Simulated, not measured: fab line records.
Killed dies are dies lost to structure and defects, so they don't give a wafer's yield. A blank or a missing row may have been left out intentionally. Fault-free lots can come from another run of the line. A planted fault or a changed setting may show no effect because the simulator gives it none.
Which tool did it? || flow nand harc || 14 lots with 42 wafers sampled at 4 steps, on a route of 1302 steps

## WHAT EACH GAUGE READ, for each wafer
Not one reading of a measure or inspect step in the record can be checked against a usual standard deviation.

## WHAT TOOL EACH LOT RAN ON (gives the tool, then ch and the chambers of the sampled wafers, and finally the start)
{"lot": "L632", "NHARC_A_STAIRCASE_DEP_325": "pecvd-04 ch 0,1,2, day 18 14:42", "NHARC_A_STAIRCASE_ETCH_444": "rie diel-09 ch 1,2, day 18 22:55", "NHARC_A_STAIRCASE_CMP_152": "cmp-04 ch 0,3, day 19 04:13", "NHARC_A_STAIRCASE_ETCHBACK_422": "rie diel-09 ch 1,2, day 19 04:42"}
{"lot": "L634", "NHARC_A_STAIRCASE_DEP_325": "pecvd-03 ch 0,2, day 19 01:13", "NHARC_A_STAIRCASE_ETCH_444": "rie diel-06 ch 2,3, day 19 09:18", "NHARC_A_STAIRCASE_CMP_152": "cmp-03 ch 0,1,3, day 19 14:35", "NHARC_A_STAIRCASE_ETCHBACK_422": "rie diel-06 ch 0,1,2, day 19 15:05"}
{"lot": "L635", "NHARC_A_STAIRCASE_DEP_325": "pecvd-02 ch 0,1,2, day 20 03:01", "NHARC_A_STAIRCASE_ETCH_444": "rie diel-06 ch 0,1,2, day 20 13:04", "NHARC_A_STAIRCASE_CMP_152": "cmp-01 ch 0,2,3, day 20 18:19", "NHARC_A_STAIRCASE_ETCHBACK_422": "rie diel-09 ch 1,2,3, day 20 18:46"}
{"lot": "L637", "NHARC_A_STAIRCASE_DEP_325": "pecvd-03 ch 0,1,2, day 20 03:22", "NHARC_A_STAIRCASE_ETCH_444": "rie diel-09 ch 0,1,3, day 20 13:13", "NHARC_A_STAIRCASE_CMP_152": "cmp-03 ch 0,1,3, day 20 18:29", "NHARC_A_STAIRCASE_ETCHBACK_422": "rie diel-01 ch 1,2,3, day 20 18:56"}
{"lot": "L636", "NHARC_A_STAIRCASE_DEP_325": "pecvd-02 ch 0,1, day 20 03:35", "NHARC_A_STAIRCASE_ETCH_444": "rie diel-01 ch 0,2,3, day 20 13:23", "NHARC_A_STAIRCASE_CMP_152": "cmp-04 ch 0,1,3, day 20 18:36", "NHARC_A_STAIRCASE_ETCHBACK_422": "rie diel-09 ch 0,1,3, day 20 19:04"}
{"lot": "L640", "NHARC_A_STAIRCASE_DEP_325": "pecvd-02 ch 1,2, day 21 08:47", "NHARC_A_STAIRCASE_ETCH_444": "rie diel-01 ch 0,3, day 21 21:04", "NHARC_A_STAIRCASE_CMP_152": "cmp-01 ch 0,3, day 22 03:15", "NHARC_A_STAIRCASE_ETCHBACK_422": "rie diel-06 ch 0,1,3, day 22 03:43"}
{"lot": "L639", "NHARC_A_STAIRCASE_DEP_325": "pecvd-04 ch 0,1,2, day 21 08:53", "NHARC_A_STAIRCASE_ETCH_444": "rie diel-06 ch 0,1,2, day 21 21:16", "NHARC_A_STAIRCASE_CMP_152": "cmp-03 ch 1,2,3, day 22 02:31", "NHARC_A_STAIRCASE_ETCHBACK_422": "rie diel-06 ch 0,1,3, day 22 02:59"}
{"lot": "L646", "NHARC_A_STAIRCASE_DEP_325": "pecvd-04 ch 0,1, day 24 07:13", "NHARC_A_STAIRCASE_ETCH_444": "rie diel-06 ch 0,1, day 24 15:44", "NHARC_A_STAIRCASE_CMP_152": "cmp-01 ch 1,2, day 24 21:02", "NHARC_A_STAIRCASE_ETCHBACK_422": "rie diel-01 ch 2,3, day 24 21:31"}
{"lot": "L648", "NHARC_A_STAIRCASE_DEP_325": "pecvd-03 ch 0,2, day 25 05:49", "NHARC_A_STAIRCASE_ETCH_444": "rie diel-09 ch 2,3, day 25 16:58", "NHARC_A_STAIRCASE_CMP_152": "cmp-01 ch 1,2,3, day 25 22:15", "NHARC_A_STAIRCASE_ETCHBACK_422": "rie diel-06 ch 2,3, day 25 22:42"}
{"lot": "L649", "NHARC_A_STAIRCASE_DEP_325": "pecvd-04 ch 1,2, day 25 23:57", "NHARC_A_STAIRCASE_ETCH_444": "rie diel-09 ch 0,2,3, day 26 09:28", "NHARC_A_STAIRCASE_CMP_152": "cmp-01 ch 0,1, day 26 13:49", "NHARC_A_STAIRCASE_ETCHBACK_422": "rie diel-06 ch 0,3, day 26 14:15"}
{"lot": "L650", "NHARC_A_STAIRCASE_DEP_325": "pecvd-03 ch 0,1,2, day 25 23:57", "NHARC_A_STAIRCASE_ETCH_444": "rie diel-01 ch 0,2,3, day 26 09:38", "NHARC_A_STAIRCASE_CMP_152": "cmp-03 ch 1,2,3, day 26 13:57", "NHARC_A_STAIRCASE_ETCHBACK_422": "rie diel-01 ch 1,2,3, day 26 14:26"}
{"lot": "L652", "NHARC_A_STAIRCASE_DEP_325": "pecvd-04 ch 1,2, day 26 19:09", "NHARC_A_STAIRCASE_ETCH_444": "rie diel-06 ch 0,1,2, day 27 06:16", "NHARC_A_STAIRCASE_CMP_152": "cmp-01 ch 1,2,3, day 27 11:10", "NHARC_A_STAIRCASE_ETCHBACK_422": "rie diel-01 ch 0,3, day 27 11:37"}
{"lot": "L655", "NHARC_A_STAIRCASE_DEP_325": "pecvd-03 ch 1,2, day 28 03:58", "NHARC_A_STAIRCASE_ETCH_444": "rie diel-01 ch 0,1, day 28 14:11", "NHARC_A_STAIRCASE_CMP_152": "cmp-01 ch 0,1,2, day 28 19:07", "NHARC_A_STAIRCASE_ETCHBACK_422": "rie diel-01 ch 1,2,3, day 28 19:32"}
{"lot": "L654", "NHARC_A_STAIRCASE_DEP_325": "pecvd-02 ch 0,1,2, day 28 19:40", "NHARC_A_STAIRCASE_ETCH_444": "rie diel-06 ch 0,2,3, day 29 06:31", "NHARC_A_STAIRCASE_CMP_152": "cmp-03 ch 0,2,3, day 29 11:16", "NHARC_A_STAIRCASE_ETCHBACK_422": "rie diel-06 ch 0,2,3, day 29 11:44"}
- NHARC_A_STAIRCASE_DEP_325: deposits SiO2, target thk 7200 nm.
- NHARC_A_STAIRCASE_ETCH_444: etches the open film in C4F8/O2, target depth 20400 nm, time 6800 s.
- NHARC_A_STAIRCASE_CMP_152: polishes.
- NHARC_A_STAIRCASE_ETCHBACK_422: etches the open film in CH3F/O2, target depth 40 nm, time 74.286 s.

## AS READ BY THE TOOLS THEMSELVES (means over the sampled wafers that have a number; for cases with no such wafer, the mark the record gives instead)
NHARC_A_STAIRCASE_DEP_325. Usual: heater power outer w 403 W, standard deviation 69; heater power w 681 W, standard deviation 110; rf fwd power W 499.4 W, standard deviation 1.6.
{"lot": "L632", "tool": "pecvd-04", "heater power outer w (W)": 362, "heater power w (W)": 638, "rf fwd power W (W)": 500.1, "flag": ""}
{"lot": "L634", "tool": "pecvd-03", "heater power outer w (W)": 446, "heater power w (W)": 715, "rf fwd power W (W)": 498.6, "flag": ""}
{"lot": "L635", "tool": "pecvd-02", "heater power outer w (W)": 352, "heater power w (W)": 614, "rf fwd power W (W)": 498.2, "flag": ""}
{"lot": "L637", "tool": "pecvd-03", "heater power outer w (W)": 462, "heater power w (W)": 755, "rf fwd power W (W)": 500.8, "flag": ""}
{"lot": "L636", "tool": "pecvd-02", "heater power outer w (W)": 325, "heater power w (W)": 568, "rf fwd power W (W)": 500.4, "flag": ""}
{"lot": "L640", "tool": "pecvd-02", "heater power outer w (W)": 363, "heater power w (W)": 622, "rf fwd power W (W)": 498.4, "flag": ""}
{"lot": "L639", "tool": "pecvd-04", "heater power outer w (W)": 429, "heater power w (W)": 744, "rf fwd power W (W)": 498.8, "flag": ""}
{"lot": "L646", "tool": "pecvd-04", "heater power outer w (W)": 371, "heater power w (W)": 613, "rf fwd power W (W)": 500.1, "flag": ""}
{"lot": "L648", "tool": "pecvd-03", "heater power outer w (W)": 441, "heater power w (W)": 710, "rf fwd power W (W)": 501.1, "flag": ""}
{"lot": "L649", "tool": "pecvd-04", "heater power outer w (W)": 461, "heater power w (W)": 796, "rf fwd power W (W)": 497.9, "flag": ""}
{"lot": "L650", "tool": "pecvd-03", "heater power outer w (W)": 409, "heater power w (W)": 677, "rf fwd power W (W)": 499.4, "flag": ""}
{"lot": "L652", "tool": "pecvd-04", "heater power outer w (W)": 422, "heater power w (W)": 713, "rf fwd power W (W)": 500.4, "flag": ""}
{"lot": "L655", "tool": "pecvd-03", "heater power outer w (W)": 445, "heater power w (W)": 743, "rf fwd power W (W)": 500.1, "flag": ""}
{"lot": "L654", "tool": "pecvd-02", "heater power outer w (W)": 354, "heater power w (W)": 605, "rf fwd power W (W)": 499.0, "flag": ""}

NHARC_A_STAIRCASE_ETCH_444. Usual: chamber pressure mTorr 25.001 mTorr, standard deviation 0.024; oes product au 0.937 a.u., standard deviation 0.018; rf fwd power W 600.0 W, standard deviation 1.9; rf vpp V 805 V, standard deviation 5.3.
{"lot": "L632", "tool": "rie diel-09", "chamber pressure mTorr (mTorr)": 25.030, "oes product au (a.u.)": 0.930, "rf fwd power W (W)": 599.3, "rf vpp V (V)": 810, "flag": ""}
{"lot": "L634", "tool": "rie diel-06", "chamber pressure mTorr (mTorr)": 25.011, "oes product au (a.u.)": 0.931, "rf fwd power W (W)": 603.8, "rf vpp V (V)": 805, "flag": ""}
{"lot": "L635", "tool": "rie diel-06", "chamber pressure mTorr (mTorr)": 24.996, "oes product au (a.u.)": 0.931, "rf fwd power W (W)": 602.3, "rf vpp V (V)": 804, "flag": ""}
{"lot": "L637", "tool": "rie diel-09", "chamber pressure mTorr (mTorr)": 24.991, "oes product au (a.u.)": 0.930, "rf fwd power W (W)": 599.1, "rf vpp V (V)": 804, "flag": ""}
{"lot": "L636", "tool": "rie diel-01", "chamber pressure mTorr (mTorr)": 24.995, "oes product au (a.u.)": 0.925, "rf fwd power W (W)": 600.8, "rf vpp V (V)": 806, "flag": ""}
{"lot": "L640", "tool": "rie diel-01", "chamber pressure mTorr (mTorr)": 25.021, "oes product au (a.u.)": 0.934, "rf fwd power W (W)": 599.9, "rf vpp V (V)": 803, "flag": ""}
{"lot": "L639", "tool": "rie diel-06", "chamber pressure mTorr (mTorr)": 25.005, "oes product au (a.u.)": 0.959, "rf fwd power W (W)": 599.1, "rf vpp V (V)": 805, "flag": ""}
{"lot": "L646", "tool": "rie diel-06", "chamber pressure mTorr (mTorr)": 25.009, "oes product au (a.u.)": 0.930, "rf fwd power W (W)": 599.4, "rf vpp V (V)": 801, "flag": ""}
{"lot": "L648", "tool": "rie diel-09", "chamber pressure mTorr (mTorr)": 25.028, "oes product au (a.u.)": 0.923, "rf fwd power W (W)": 599.6, "rf vpp V (V)": 809, "flag": ""}
{"lot": "L649", "tool": "rie diel-09", "chamber pressure mTorr (mTorr)": 24.980, "oes product au (a.u.)": 0.922, "rf fwd power W (W)": 600.1, "rf vpp V (V)": 807, "flag": ""}
{"lot": "L650", "tool": "rie diel-01", "chamber pressure mTorr (mTorr)": 24.991, "oes product au (a.u.)": 0.970, "rf fwd power W (W)": 599.0, "rf vpp V (V)": 806, "flag": ""}
{"lot": "L652", "tool": "rie diel-06", "chamber pressure mTorr (mTorr)": 25.007, "oes product au (a.u.)": 0.926, "rf fwd power W (W)": 600.4, "rf vpp V (V)": 803, "flag": ""}
{"lot": "L655", "tool": "rie diel-01", "chamber pressure mTorr (mTorr)": 24.985, "oes product au (a.u.)": 0.919, "rf fwd power W (W)": 599.2, "rf vpp V (V)": 804, "flag": ""}
{"lot": "L654", "tool": "rie diel-06", "chamber pressure mTorr (mTorr)": 25.001, "oes product au (a.u.)": 0.967, "rf fwd power W (W)": 598.9, "rf vpp V (V)": 804, "flag": ""}

NHARC_A_STAIRCASE_CMP_152. Usual: edge zone pressure frac 1.000, standard deviation 0.0042; motor current A 13.0 A, standard deviation 1.3; slurry flow ml min 150.0, standard deviation 0.45.
{"lot": "L632", "tool": "cmp-04", "edge zone pressure frac": 1.006, "motor current A (A)": 13.2, "slurry flow ml min": 149.9, "flag": ""}
{"lot": "L634", "tool": "cmp-03", "edge zone pressure frac": 0.998, "motor current A (A)": 11.7, "slurry flow ml min": 149.8, "flag": ""}
{"lot": "L635", "tool": "cmp-01", "edge zone pressure frac": 1.002, "motor current A (A)": 13.5, "slurry flow ml min": 150.1, "flag": ""}
{"lot": "L637", "tool": "cmp-03", "edge zone pressure frac": 0.996, "motor current A (A)": 11.9, "slurry flow ml min": 150.0, "flag": ""}
{"lot": "L636", "tool": "cmp-04", "edge zone pressure frac": 1.000, "motor current A (A)": 13.2, "slurry flow ml min": 150.3, "flag": ""}
{"lot": "L640", "tool": "cmp-01", "edge zone pressure frac": "-", "motor current A (A)": "-", "slurry flow ml min": "-", "flag": "OFF"}
{"lot": "L639", "tool": "cmp-03", "edge zone pressure frac": "-", "motor current A (A)": "-", "slurry flow ml min": "-", "flag": "OFF"}
{"lot": "L646", "tool": "cmp-01", "edge zone pressure frac": 0.997, "motor current A (A)": 11.9, "slurry flow ml min": 150.2, "flag": ""}
{"lot": "L648", "tool": "cmp-01", "edge zone pressure frac": 1.009, "motor current A (A)": 12.5, "slurry flow ml min": 150.3, "flag": ""}
{"lot": "L649", "tool": "cmp-01", "edge zone pressure frac": 0.999, "motor current A (A)": 14.0, "slurry flow ml min": 149.6, "flag": ""}
{"lot": "L650", "tool": "cmp-03", "edge zone pressure frac": 1.000, "motor current A (A)": 13.0, "slurry flow ml min": 150.1, "flag": ""}
{"lot": "L652", "tool": "cmp-01", "edge zone pressure frac": 0.999, "motor current A (A)": 12.5, "slurry flow ml min": 149.9, "flag": ""}
{"lot": "L655", "tool": "cmp-01", "edge zone pressure frac": 0.999, "motor current A (A)": 13.4, "slurry flow ml min": 149.8, "flag": ""}
{"lot": "L654", "tool": "cmp-03", "edge zone pressure frac": 1.003, "motor current A (A)": 12.9, "slurry flow ml min": 149.9, "flag": ""}

NHARC_A_STAIRCASE_ETCHBACK_422. Usual: value, then standard deviation, for each; chamber pressure mTorr 25.000 mTorr / 0.022; drypump motor current A 5.8 A / 0.45; oes product au 0.97 a.u. / 0.036; rf fwd power W 496.0 W / 1.7; rf vpp V 243.8 V / 1.9; showerhead plenum p Torr 2.41 Torr / 0.12; throttle valve pct 20.664 % / 0.0087.
{"lot": "L632", "tool": "rie diel-09", "chamber pressure mTorr (mTorr)": 24.987, "drypump motor current A (A)": 5.7, "oes product au (a.u.)": 0.99, "rf fwd power W (W)": 498.6, "rf vpp V (V)": 245.9, "showerhead plenum p Torr (Torr)": 2.59, "throttle valve pct (%)": 20.662, "flag": ""}
{"lot": "L634", "tool": "rie diel-06", "chamber pressure mTorr (mTorr)": 25.007, "drypump motor current A (A)": 5.9, "oes product au (a.u.)": 1.00, "rf fwd power W (W)": 495.2, "rf vpp V (V)": 244.2, "showerhead plenum p Torr (Torr)": 2.42, "throttle valve pct (%)": 20.663, "flag": ""}
{"lot": "L635", "tool": "rie diel-09", "chamber pressure mTorr (mTorr)": 25.014, "drypump motor current A (A)": 5.8, "oes product au (a.u.)": 0.93, "rf fwd power W (W)": 496.4, "rf vpp V (V)": 245.5, "showerhead plenum p Torr (Torr)": 2.52, "throttle valve pct (%)": 20.667, "flag": ""}
{"lot": "L637", "tool": "rie diel-01", "chamber pressure mTorr (mTorr)": 24.999, "drypump motor current A (A)": 5.7, "oes product au (a.u.)": 0.93, "rf fwd power W (W)": 496.5, "rf vpp V (V)": 244.2, "showerhead plenum p Torr (Torr)": 2.46, "throttle valve pct (%)": 20.672, "flag": ""}
{"lot": "L636", "tool": "rie diel-09", "chamber pressure mTorr (mTorr)": 24.990, "drypump motor current A (A)": 5.7, "oes product au (a.u.)": 0.93, "rf fwd power W (W)": 495.3, "rf vpp V (V)": 244.2, "showerhead plenum p Torr (Torr)": 2.41, "throttle valve pct (%)": 20.664, "flag": ""}
{"lot": "L640", "tool": "rie diel-06", "chamber pressure mTorr (mTorr)": 25.005, "drypump motor current A (A)": 5.7, "oes product au (a.u.)": 1.00, "rf fwd power W (W)": 495.6, "rf vpp V (V)": 242.9, "showerhead plenum p Torr (Torr)": 2.32, "throttle valve pct (%)": 20.664, "flag": ""}
{"lot": "L639", "tool": "rie diel-06", "chamber pressure mTorr (mTorr)": 25.010, "drypump motor current A (A)": 5.7, "oes product au (a.u.)": 1.00, "rf fwd power W (W)": 495.3, "rf vpp V (V)": 242.9, "showerhead plenum p Torr (Torr)": 2.32, "throttle valve pct (%)": 20.666, "flag": ""}
{"lot": "L646", "tool": "rie diel-01", "chamber pressure mTorr (mTorr)": 25.018, "drypump motor current A (A)": 5.8, "oes product au (a.u.)": 1.01, "rf fwd power W (W)": 495.7, "rf vpp V (V)": 244.8, "showerhead plenum p Torr (Torr)": 2.41, "throttle valve pct (%)": 20.660, "flag": ""}
{"lot": "L648", "tool": "rie diel-06", "chamber pressure mTorr (mTorr)": 24.998, "drypump motor current A (A)": 6.0, "oes product au (a.u.)": 0.92, "rf fwd power W (W)": 496.1, "rf vpp V (V)": 243.9, "showerhead plenum p Torr (Torr)": 2.48, "throttle valve pct (%)": 20.667, "flag": ""}
{"lot": "L649", "tool": "rie diel-06", "chamber pressure mTorr (mTorr)": 25.018, "drypump motor current A (A)": 5.5, "oes product au (a.u.)": 0.93, "rf fwd power W (W)": 496.2, "rf vpp V (V)": 242.1, "showerhead plenum p Torr (Torr)": 2.29, "throttle valve pct (%)": 20.663, "flag": ""}
{"lot": "L650", "tool": "rie diel-01", "chamber pressure mTorr (mTorr)": 24.994, "drypump motor current A (A)": 5.7, "oes product au (a.u.)": 1.00, "rf fwd power W (W)": 496.9, "rf vpp V (V)": 244.1, "showerhead plenum p Torr (Torr)": 2.45, "throttle valve pct (%)": 20.658, "flag": ""}
{"lot": "L652", "tool": "rie diel-01", "chamber pressure mTorr (mTorr)": 24.996, "drypump motor current A (A)": 5.6, "oes product au (a.u.)": 0.93, "rf fwd power W (W)": 497.4, "rf vpp V (V)": 243.2, "showerhead plenum p Torr (Torr)": 2.35, "throttle valve pct (%)": 20.667, "flag": ""}
{"lot": "L655", "tool": "rie diel-01", "chamber pressure mTorr (mTorr)": 24.991, "drypump motor current A (A)": 5.7, "oes product au (a.u.)": 0.99, "rf fwd power W (W)": 498.0, "rf vpp V (V)": 244.4, "showerhead plenum p Torr (Torr)": 2.44, "throttle valve pct (%)": 20.667, "flag": ""}
{"lot": "L654", "tool": "rie diel-06", "chamber pressure mTorr (mTorr)": 25.005, "drypump motor current A (A)": 5.7, "oes product au (a.u.)": 1.01, "rf fwd power W (W)": 495.9, "rf vpp V (V)": 243.3, "showerhead plenum p Torr (Torr)": 2.38, "throttle valve pct (%)": 20.664, "flag": ""}

## THE ANSWER, worked out from the rows above alone
Rule: lot off if the mean of its wafers having a number is beyond 3 standard deviations from the usual mean. A lot without any number at a reading at which 4 lots or more have one is off too. Any other lot the step has rows for is counted as sound. After the gauges, taken in route order, come the tools' own readings; for these a lot's mean is taken, as printed above. At the first step where some lot is off, the reading lying furthest off is the one used; lots without a number count as furthest.
Off: L640, L639 (NHARC_A_STAIRCASE_CMP_152, edge zone pressure frac). Without a number there: L640, L639.
If a tool, at that step or one of the process steps before it, ran each lot that is off and ran no sound lot following the first of them, it fits. Not one of the candidates tried fits.

## WHAT THE SIMULATOR PUT IN
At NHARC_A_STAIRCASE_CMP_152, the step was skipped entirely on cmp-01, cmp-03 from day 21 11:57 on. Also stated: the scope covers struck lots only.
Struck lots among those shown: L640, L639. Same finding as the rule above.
